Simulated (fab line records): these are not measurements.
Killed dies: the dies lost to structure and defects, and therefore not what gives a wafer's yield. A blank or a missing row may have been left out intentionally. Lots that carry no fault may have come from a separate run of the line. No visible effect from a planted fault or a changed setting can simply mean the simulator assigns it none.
Which tool was responsible?	flow n5Finfet	Sampling: 15 lots, 45 wafers, 4 of 1938 route steps

## WHAT EACH GAUGE READ, for each wafer
Not one reading of a measure or inspect step in the record can be checked against a usual standard deviation.

## WHAT TOOL EACH LOT RAN ON (gives the tool, then ch and the chambers of the sampled wafers, and finally the start)
lot	N5_MOL_CONTACT_COAG_STRIP_72	N5_BEOL_M0_SAQP_PECVD_00	N5_BEOL_M0_SAQP_EXPOSE_11	N5_BEOL_M0_SAQP_DESCUM_19
L577	rieDiel-02 ch 0,1,3, day 5 06:05	pecvd-02 ch 0,1,2, day 5 10:28	arfiScanner-01 ch 0, day 5 13:05	rieDiel-01 ch 1,2, day 5 13:18
L579	rieDiel-06 ch 0,3, day 5 20:29	pecvd-04 ch 0,1,2, day 6 11:35	arfiScanner-03 ch 0, day 6 12:58	rieDiel-01 ch 0,2,3, day 6 13:41
L580	rieDiel-02 ch 0,1, day 5 22:45	pecvd-03 ch 0,2, day 6 11:34	arfiScanner-03 ch 0, day 6 12:54	rieDiel-05 ch 1,2,3, day 6 13:25
L581	rieDiel-06 ch 0,1,3, day 6 09:48	pecvd-02 ch 1,2, day 6 14:34	arfiScanner-03 ch 0, day 6 15:47	rieDiel-03 ch 0,2, day 6 15:59
L582	rieDiel-02 ch 0,1,2, day 6 11:41	pecvd-03 ch 0,1,2, day 6 17:33	arfiScanner-02 ch 0, day 6 21:01	rieDiel-05 ch 0,1,3, day 6 21:14
L584	rieDiel-04 ch 0,3, day 6 21:01	pecvd-02 ch 0,1,2, day 7 01:40	arfiScanner-02, day 7 04:32	rieDiel-03 ch 0,1, day 7 04:44
L583	rieDiel-02 ch 1,2,3, day 7 05:30	pecvd-04 ch 1,2, day 7 09:52	arfiScanner-02, day 7 10:58	rieDiel-01 ch 0,3, day 7 11:10
L585	rieDiel-06 ch 0,1,3, day 7 09:38	pecvd-03 ch 1,2, day 7 14:01	arfiScanner-03, day 7 16:10	rieDiel-01 ch 0,1,3, day 7 16:33
L591	rieDiel-02 ch 1,2,3, day 8 15:31	pecvd-02 ch 0,1,2, day 8 21:04	arfiScanner-03 ch 0, day 8 21:50	rieDiel-05 ch 0,1,2, day 8 22:02
L593	rieDiel-06 ch 0,3, day 9 05:20	pecvd-04 ch 0,1,2, day 9 09:43	arfiScanner-03 ch 0, day 9 11:23	rieDiel-01 ch 0,2,3, day 9 11:35
L594	rieDiel-02 ch 1,2, day 9 15:35	pecvd-03 ch 0,1, day 9 19:57	arfiScanner-02 ch 0, day 9 21:57	rieDiel-01 ch 1,2, day 9 22:10
L596	rieDiel-04 ch 1,3, day 9 23:59	pecvd-03 ch 0, day 10 04:21	arfiScanner-03 ch 0, day 10 05:43	rieDiel-05 ch 0,2,3, day 10 05:56
L598	rieDiel-04 ch 0,1,3, day 10 09:46	pecvd-04 ch 1,2, day 10 14:08	arfiScanner-01 ch 0, day 10 15:42	rieDiel-05 ch 1,2,3, day 10 15:55
L599	rieDiel-04 ch 1,2,3, day 10 20:20	pecvd-03 ch 0,1, day 11 00:42	arfiScanner-02 ch 0, day 11 02:17	rieDiel-05 ch 2,3, day 11 02:30
L600	rieDiel-04 ch 1,3, day 11 02:08	pecvd-04 ch 1,2, day 11 06:31	arfiScanner-01 ch 0, day 11 08:19	rieDiel-05 ch 2,3, day 11 08:31
- N5_MOL_CONTACT_COAG_STRIP_72: strips in N2/H2.
- N5_BEOL_M0_SAQP_PECVD_00: deposits SiCN from 3MS/NH3, target thk 8 nm, time 14 s.
- N5_BEOL_M0_SAQP_EXPOSE_11: exposes mask M0 CORE, target cd 42 nm.
- N5_BEOL_M0_SAQP_DESCUM_19: chemistry O2, time 7.9 s.

## AS READ BY THE TOOLS THEMSELVES (means over the sampled wafers that have a number; for cases with no such wafer, the mark the record gives instead)
N5_MOL_CONTACT_COAG_STRIP_72.
lot	tool	drypumpMotorCurrentA (A)	oesProductAu (a.u.)	rfVppV (V)	showerheadPlenumPTorr (Torr)	throttleValvePct (%)
L577	rieDiel-02	5.6	0.78	58.1	2.52	23.5
L579	rieDiel-06	5.6	0.83	59.0	2.49	23.6
L580	rieDiel-02	5.8	0.73	58.8	2.55	23.2
L581	rieDiel-06	5.8	0.83	59.8	2.50	23.7
L582	rieDiel-02	5.5	0.73	57.8	2.56	23.3
L584	rieDiel-04	5.9	0.76	58.8	2.56	23.4
L583	rieDiel-02	5.2	0.78	60.0	2.52	23.6
L585	rieDiel-06	5.8	0.81	57.1	2.49	23.7
L591	rieDiel-02	5.2	0.76	58.7	2.52	23.6
L593	rieDiel-06	5.6	0.88	59.4	2.48	23.5
L594	rieDiel-02	5.4	0.72	60.0	2.48	23.3
L596	rieDiel-04	5.3	0.76	59.5	2.43	24.0
L598	rieDiel-04	5.6	0.75	59.3	2.49	23.7
L599	rieDiel-04	5.5	0.73	58.2	2.44	23.6
L600	rieDiel-04	5.3	0.75	60.1	2.43	24.0

N5_BEOL_M0_SAQP_PECVD_00.
lot	tool	showerheadPlenumPTorr (Torr)	throttleValvePct (%)
L577	pecvd-02	3.672	9.2
L579	pecvd-04	3.663	8.8
L580	pecvd-03	3.668	9.7
L581	pecvd-02	3.663	9.1
L582	pecvd-03	3.658	8.9
L584	pecvd-02	3.666	9.1
L583	pecvd-04	3.673	9.1
L585	pecvd-03	3.647	8.3
L591	pecvd-02	3.676	9.0
L593	pecvd-04	3.663	8.8
L594	pecvd-03	3.653	9.0
L596	pecvd-03	3.684	10.2
L598	pecvd-04	3.673	9.1
L599	pecvd-03	3.669	9.8
L600	pecvd-04	3.666	9.0

N5_BEOL_M0_SAQP_EXPOSE_11.
lot	tool	exposureDoseMJCm2	stageVelMmS (mm/s)
L577	arfiScanner-01	54.98	499.97
L579	arfiScanner-03	55.10	500.26
L580	arfiScanner-03	54.93	499.77
L581	arfiScanner-03	54.96	499.74
L582	arfiScanner-02	54.91	500.08
L584	arfiScanner-02	-	-
L583	arfiScanner-02	-	-
L585	arfiScanner-03	-	-
L591	arfiScanner-03	55.00	500.07
L593	arfiScanner-03	54.92	500.03
L594	arfiScanner-02	54.92	499.98
L596	arfiScanner-03	54.93	499.60
L598	arfiScanner-01	55.04	500.37
L599	arfiScanner-02	54.96	499.93
L600	arfiScanner-01	54.96	500.13

N5_BEOL_M0_SAQP_DESCUM_19.
lot	tool	drypumpMotorCurrentA (A)	oesProductAu (a.u.)	rfVppV (V)	showerheadPlenumPTorr (Torr)	throttleValvePct (%)
L577	rieDiel-01	5.7	0.76	242.6	2.00	20.38
L579	rieDiel-01	6.0	0.81	242.2	2.05	20.34
L580	rieDiel-05	5.5	0.91	244.3	2.12	20.06
L581	rieDiel-03	6.1	0.71	242.9	2.06	20.52
L582	rieDiel-05	5.8	0.87	243.7	2.09	20.27
L584	rieDiel-03	5.3	0.87	241.8	2.04	20.42
L583	rieDiel-01	6.2	0.75	242.9	2.03	20.30
L585	rieDiel-01	6.0	0.72	243.1	2.02	20.43
L591	rieDiel-05	5.9	0.83	243.5	2.08	20.16
L593	rieDiel-01	6.0	0.79	242.8	2.05	20.37
L594	rieDiel-01	5.6	0.80	242.1	2.02	20.36
L596	rieDiel-05	5.9	0.85	243.8	2.09	20.26
L598	rieDiel-05	5.5	0.87	243.5	2.11	20.10
L599	rieDiel-05	5.6	0.86	243.4	2.11	20.07
L600	rieDiel-05	5.7	0.86	243.6	2.11	20.08

## THE ANSWER, worked out from the rows above alone
Rule: the usual values come from the lots themselves. Put in order of their means at a reading, lots are off if they are a third of the lots or fewer, leave a main group of 4 or more, and stand apart from it by a gap of 3 or more times the standard deviation of the main group's means; of several such gaps the widest counts. The tables above print the reading to a certain number of digits; a main group whose means all agree to those digits is not used. Also off: a lot with no number at a reading for which 4 or more lots have one. Where the step has rows for the other lots, those lots are counted as sound. First the gauges in route order, then the tools' own readings, where a lot's mean is used as printed above. The first step at which some lot is off is used, and at that step the reading that is off furthest; a lot without a number counts as furthest.
Off, at N5_BEOL_M0_SAQP_EXPOSE_11 on exposureDoseMJCm2: L584, L583, L585. Without a number there: L584, L583, L585. Main group: mean 54.97, sd 0.054.
If a tool, at that step or one of the process steps before it, ran each lot that is off and ran no sound lot following the first of them, it fits. Not one of the candidates tried fits.

## WHAT HAD BEEN PUT IN BY THE SIMULATOR
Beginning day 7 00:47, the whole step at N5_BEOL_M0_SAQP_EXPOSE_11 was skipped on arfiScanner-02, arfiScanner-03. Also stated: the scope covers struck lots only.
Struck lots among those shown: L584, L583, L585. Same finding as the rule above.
